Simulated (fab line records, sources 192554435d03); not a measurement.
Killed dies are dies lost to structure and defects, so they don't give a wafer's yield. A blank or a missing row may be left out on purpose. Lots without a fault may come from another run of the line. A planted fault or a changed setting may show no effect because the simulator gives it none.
Split-lot experiment | flow n5_finfet | 7 lots, 21 wafers read, on a route of 1938 steps

THE SPLIT
At N5_BEOL_M8_ETCH_65 (etches SiARC in CF4, target depth 15.6 nm, time 26 s), the setting source_w was moved away from the recipe's 545 W on 6 of the 21 wafers read, by -16.8% to +4.8%. The other wafers ran this setting at the recipe's value.

The reading is taken at the split's own step.

THE READING
rf_vpp_V, in V, at N5_BEOL_M8_ETCH_65 (etches SiARC in CF4, target depth 15.6 nm, time 26 s). Fault-free wafers of this fab line usually give 184.5 V, standard deviation 1.2 V.

wafer  | tool, chamber at the split | source_w as run, W | against the recipe | rf_vpp_V, V | against lot-mates on the recipe
L075.3 | rie_diel-03, 1             | 545                | recipe             | 185.6       | -
L075.4 | rie_diel-03, 2             | 453.5              | -16.8%             | 195.3       | +9.1
L075.5 | rie_diel-03, 1             | 545                | recipe             | 186.9       | -
L077.2 | rie_diel-02, 1             | 545                | recipe             | 184.0       | -
L077.3 | rie_diel-02, 0             | 545                | recipe             | 185.5       | -
L077.4 | rie_diel-02, 3             | 545                | recipe             | 183.7       | -
L081.2 | rie_diel-02, 2             | 512                | -6.1%              | 189.3       | +5.3
L081.5 | rie_diel-02, 1             | 512                | -6.1%              | 187.5       | +3.5
L081.6 | rie_diel-02, 2             | 545                | recipe             | 184.0       | -
L080.1 | rie_diel-03, 1             | 545                | recipe             | 183.5       | -
L080.3 | rie_diel-03, 0             | 545                | recipe             | 186.4       | -
L080.5 | rie_diel-03, 2             | 545                | recipe             | 183.4       | -
L085.2 | rie_diel-02, 3             | 545                | recipe             | 184.8       | -
L085.4 | rie_diel-02, 0             | 545                | recipe             | 186.1       | -
L085.6 | rie_diel-02, 3             | 571                | +4.8%              | 181.1       | -4.3
L088.1 | rie_diel-03, 2             | 545                | recipe             | 183.9       | -
L088.5 | rie_diel-03, 0             | 500.1              | -8.2%              | 189.7       | +5.8
L088.6 | rie_diel-03, 3             | 500.1              | -8.2%              | 188.4       | +4.5
L095.1 | rie_diel-02, 2             | 545                | recipe             | 183.4       | -
L095.3 | rie_diel-02, 0             | 545                | recipe             | 186.0       | -
L095.6 | rie_diel-02, 3             | 545                | recipe             | 184.0       | -

THE FIT
A straight line over all 21 wafers: rf_vpp_V changes by -0.61 V for each +1% of source_w; r = -0.93; the points scatter about the line by 1.1 V.
The same after taking each lot's own level away (the mean of its wafers on the recipe; 21 wafers): -0.609 V for each +1%; r = -0.94; scatter 1 V.
On that fit, the largest move of source_w shifts the reading by 10 V.
The lots' own levels span 183.90 to 186.25 V, that is 2.0 times the standard deviation above.
So the lot-to-lot level changes the slope little: the two slopes agree.
Check: with one of the wafers moved furthest among these (-16.8%) left out of the fit, the line predicts +11.6 V for it against its lot-mates. It came out at +9.05 V against them.
Tool readings at the split's step, against how far the setting was moved: etch_rf_on_time_s r = -0.96; rf_vpp_V r = -0.93.

THE WHOLE CHAIN: every reading that the file lists as answering this split, in the file's order
step               | what it does                                         | reading           | change (the file's fit)              | r (the file's)
N5_BEOL_M8_ETCH_65 | etches SiARC in CF4, target depth 15.6 nm, time 26 s | etch_rf_on_time_s | withheld for each +1% of the setting | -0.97
N5_BEOL_M8_ETCH_65 | etches SiARC in CF4, target depth 15.6 nm, time 26 s | rf_vpp_V          | -0.589 V for each +1% of the setting | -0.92

THE FILE'S OWN FIT
rf_vpp_V changes by -0.589 V for each +1% of source_w, r = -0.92.
